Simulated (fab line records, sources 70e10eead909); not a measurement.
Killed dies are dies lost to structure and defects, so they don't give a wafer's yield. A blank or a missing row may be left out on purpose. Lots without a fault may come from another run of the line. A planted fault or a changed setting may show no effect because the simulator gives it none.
Which tool did it? | flow nand_harc | 13 lots, 38 wafers sampled, at 5 steps of a route of 1159

WHAT THE GAUGES READ, wafer by wafer
NHARC_END_SORT_01. Usual: killed_at_array 29, standard deviation 10; killed_at_other 0.7, standard deviation 1.1; killed_at_periphery 3.2, standard deviation 2.2; killed_dies 33, standard deviation 11; killed_open 3.5, standard deviation 1.8; killed_short 2.0, standard deviation 1.4.
lot  | measured     | on        | killed_at_array | killed_at_other | killed_at_periphery | killed_dies | killed_open | killed_short | flag
L988 | day 21 02:30 | prober-02 | 15 26 23        | 0 0 1           | 2 2 0               | 17 28 24    | 4 2 2       | 0 1 0        |
L991 | day 22 02:43 | prober-01 | 26 29           | 2 1             | 0 1                 | 28 31       | 2 2         | 2 3          |

WHICH TOOL RAN EACH LOT (tool, then ch and the chambers of the sampled wafers, then the start)
lot  | NHARC_P_GATE_STRIP_76                | NHARC_P_GATE_RTA_82              | NHARC_P_CONTACT_DEP_00                     | NHARC_P_CONTACT_ALD_22
L981 | plasma_asher-01 ch 0,1, day 5 14:27  | rtp_anneal-01 ch 0, day 5 19:05  | pecvd-02 ch 0,2, day 5 23:25 or earlier    | ald_metal-04 ch 1,2,3, day 5 23:25
L982 | plasma_asher-02 ch 0,1, day 5 16:03  | rtp_anneal-01 ch 0, day 5 19:59  | pecvd-01 ch 0,1, day 5 23:50 or earlier    | ald_metal-02 ch 1,2,3, day 5 23:50
L983 | plasma_asher-01 ch 0,1, day 5 22:16  | rtp_anneal-01 ch 0, day 6 02:07  | pecvd-02 ch 0,2, day 6 05:49 or earlier    | ald_metal-01 ch 0,3, day 6 05:49
L986 | plasma_asher-01 ch 0,1, day 6 13:19  | rtp_anneal-02 ch 0, day 6 17:07  | pecvd-02 ch 0,1,2, day 6 20:52 or earlier  | ald_metal-02 ch 0,2,3, day 6 20:52
L988 | plasma_asher-02 ch 0,1, day 6 22:54  | rtp_anneal-01 ch 0, day 7 02:50  | pecvd-02 ch 0,1, day 7 06:34 or earlier    | ald_metal-04 ch 0,1,3, day 7 06:34
L991 | plasma_asher-01 ch 0,1, day 7 16:47  | rtp_anneal-02 ch 0, day 7 21:05  | pecvd-03 ch 2, day 8 00:56 or earlier      | ald_metal-04 ch 3, day 8 00:56
L995 | plasma_asher-01 ch 0,1, day 8 14:56  | rtp_anneal-02 ch 0, day 8 19:44  | pecvd-02 ch 0,1, day 8 23:32 or earlier    | ald_metal-01 ch 1,2, day 8 23:32
L996 | plasma_asher-01 ch 0,1, day 9 02:01  | rtp_anneal-02 ch 0, day 9 05:43  | pecvd-01 ch 1,2, day 9 09:40 or earlier    | ald_metal-02 ch 0,1,3, day 9 09:40
L998 | plasma_asher-02 ch 0,1, day 9 21:16  | rtp_anneal-02 ch 0, day 10 00:54 | pecvd-01 ch 0,1,2, day 10 04:37 or earlier | ald_metal-01 ch 0,1,2, day 10 04:37
L100 | plasma_asher-02 ch 0,1, day 10 04:34 | rtp_anneal-02 ch 0, day 10 08:23 | pecvd-03 ch 1,2, day 10 12:17 or earlier   | ald_metal-02 ch 0,2,3, day 10 12:17
L101 | plasma_asher-01 ch 0,1, day 10 05:03 | rtp_anneal-01 ch 0, day 10 09:16 | pecvd-02 ch 0,1,2, day 10 13:18 or earlier | ald_metal-01 ch 1,2, day 10 13:18
L102 | plasma_asher-01 ch 0,1, day 10 21:01 | rtp_anneal-02 ch 0, day 11 00:50 | pecvd-03 ch 0,1, day 11 04:50 or earlier   | ald_metal-02 ch 0,1,3, day 11 04:50
L103 | plasma_asher-02 ch 0,1, day 10 21:22 | rtp_anneal-01 ch 0, day 11 01:11 | pecvd-02 ch 0,2, day 11 05:05 or earlier   | ald_metal-01 ch 0,1,3, day 11 05:05
- NHARC_P_GATE_STRIP_76: strips in O2.
- NHARC_P_GATE_RTA_82: time 30 s.
- NHARC_P_CONTACT_DEP_00: deposits SiO2, target thk 500 nm.
- NHARC_P_CONTACT_ALD_22: deposits TiN, target thk 3 nm, pulse time 1 s, ald cycles 150.

WHAT THE TOOLS THEMSELVES READ (means of the sampled wafers that have a number; where no wafer has one, the mark that the record gives instead)
NHARC_P_GATE_STRIP_76. Usual: drypump_motor_current_A 5.7 A, standard deviation 0.45; heater_power_w 337 W, standard deviation 22.
lot  | tool            | drypump_motor_current_A (A) | heater_power_w (W) | flag
L981 | plasma_asher-01 | 5.7                         | 320                |
L982 | plasma_asher-02 | 5.7                         | 348                |
L983 | plasma_asher-01 | 5.7                         | 320                |
L986 | plasma_asher-01 | 5.7                         | 319                |
L988 | plasma_asher-02 | 5.7                         | 353                |
L991 | plasma_asher-01 | 5.6                         | 329                |
L995 | plasma_asher-01 | 5.4                         | 323                |
L996 | plasma_asher-01 | 5.4                         | 329                |
L998 | plasma_asher-02 | 6.0                         | 350                |
L100 | plasma_asher-02 | 5.7                         | 337                |
L101 | plasma_asher-01 | 5.4                         | 327                |
L102 | plasma_asher-01 | 5.4                         | 322                |
L103 | plasma_asher-02 | 6.0                         | 354                |

NHARC_P_GATE_RTA_82. Usual: lamp_power_pct 4.0 %, standard deviation 0.33; lamp_zone_1_pct 4.0 %, standard deviation 0.33; wafer_temp_C_max 452.0, standard deviation 0.45.
lot  | tool          | lamp_power_pct (%) | lamp_zone_1_pct (%) | wafer_temp_C_max | flag
L981 | rtp_anneal-01 | 4.4                | 4.4                 | 451.9            |
L982 | rtp_anneal-01 | 4.4                | 4.4                 | 452.2            |
L983 | rtp_anneal-01 | 4.4                | 4.4                 | 451.7            |
L986 | rtp_anneal-02 | 3.7                | 3.7                 | 452.2            |
L988 | rtp_anneal-01 | 4.4                | 4.4                 | 451.9            |
L991 | rtp_anneal-02 | 3.7                | 3.7                 | 452.2            |
L995 | rtp_anneal-02 | 3.7                | 3.7                 | 452.1            |
L996 | rtp_anneal-02 | 3.7                | 3.7                 | 452.2            |
L998 | rtp_anneal-02 | 3.7                | 3.7                 | 452.5            |
L100 | rtp_anneal-02 | 3.7                | 3.7                 | 452.1            |
L101 | rtp_anneal-01 | 4.4                | 4.4                 | 452.1            |
L102 | rtp_anneal-02 | 3.7                | 3.7                 | 452.2            |
L103 | rtp_anneal-01 | 4.4                | 4.4                 | 451.3            |

NHARC_P_CONTACT_DEP_00. Usual: heater_power_w 561 W, standard deviation 91; mfc_precursor_sccm 161.4 sccm, standard deviation 0.48; throttle_valve_pct 16.2 %, standard deviation 0.72.
lot  | tool     | heater_power_w (W) | mfc_precursor_sccm (sccm) | throttle_valve_pct (%) | flag
L981 | pecvd-02 | 613                | 160.8                     | 15.8                   |
L982 | pecvd-01 | 549                | 161.3                     | 17.0                   |
L983 | pecvd-02 | 593                | 161.3                     | 15.8                   |
L986 | pecvd-02 | 633                | 161.3                     | 16.1                   |
L988 | pecvd-02 | 661                | 161.8                     | 16.4                   |
L991 | pecvd-03 | 578                | 161.4                     | 15.3                   |
L995 | pecvd-02 | 649                | 161.4                     | 15.6                   |
L996 | pecvd-01 | 476                | 161.2                     | 16.0                   |
L998 | pecvd-01 | 512                | 161.6                     | 16.5                   |
L100 | pecvd-03 | 501                | 161.3                     | 16.6                   |
L101 | pecvd-02 | 648                | 161.4                     | 15.9                   |
L102 | pecvd-03 | 519                | 161.0                     | 16.6                   |
L103 | pecvd-02 | 584                | 161.6                     | 16.0                   |

NHARC_P_CONTACT_ALD_22. Usual: heater_power_w 1082 W, standard deviation 87; precursor_pulse_height_rel 0.999, standard deviation 0.02.
lot  | tool         | heater_power_w (W) | precursor_pulse_height_rel | flag
L981 | ald_metal-04 | 1027               | 0.998                      |
L982 | ald_metal-02 | 1082               | 1.008                      |
L983 | ald_metal-01 | 1073               | 1.018                      |
L986 | ald_metal-02 | 1118               | 1.008                      |
L988 | ald_metal-04 | 1064               | 1.004                      |
L991 | ald_metal-04 | 1076               | 0.990                      |
L995 | ald_metal-01 | 1097               | 0.998                      |
L996 | ald_metal-02 | 1058               | 1.006                      |
L998 | ald_metal-01 | 1050               | 1.011                      |
L100 | ald_metal-02 | 1117               | 0.993                      |
L101 | ald_metal-01 | 1085               | 1.008                      |
L102 | ald_metal-02 | 1060               | 0.997                      |
L103 | ald_metal-01 | 1061               | 0.990                      |

THE ANSWER, worked out from the rows above alone
Rule: a lot is off if the mean of its wafers that have a number lies more than 3 standard deviations from the usual mean. A lot without any number at a reading at which 4 lots or more have one is off too. The other lots that the step has rows for count as sound. The gauges are gone through in route order, then the tools' own readings, and for those a lot's mean is taken as printed above. The first step at which some lot is off is used, and at that step the reading that is off furthest; a lot without a number counts as furthest.
No lot is off at any reading shown: from this, nothing can be told.

WHAT THE SIMULATOR HAD PUT IN
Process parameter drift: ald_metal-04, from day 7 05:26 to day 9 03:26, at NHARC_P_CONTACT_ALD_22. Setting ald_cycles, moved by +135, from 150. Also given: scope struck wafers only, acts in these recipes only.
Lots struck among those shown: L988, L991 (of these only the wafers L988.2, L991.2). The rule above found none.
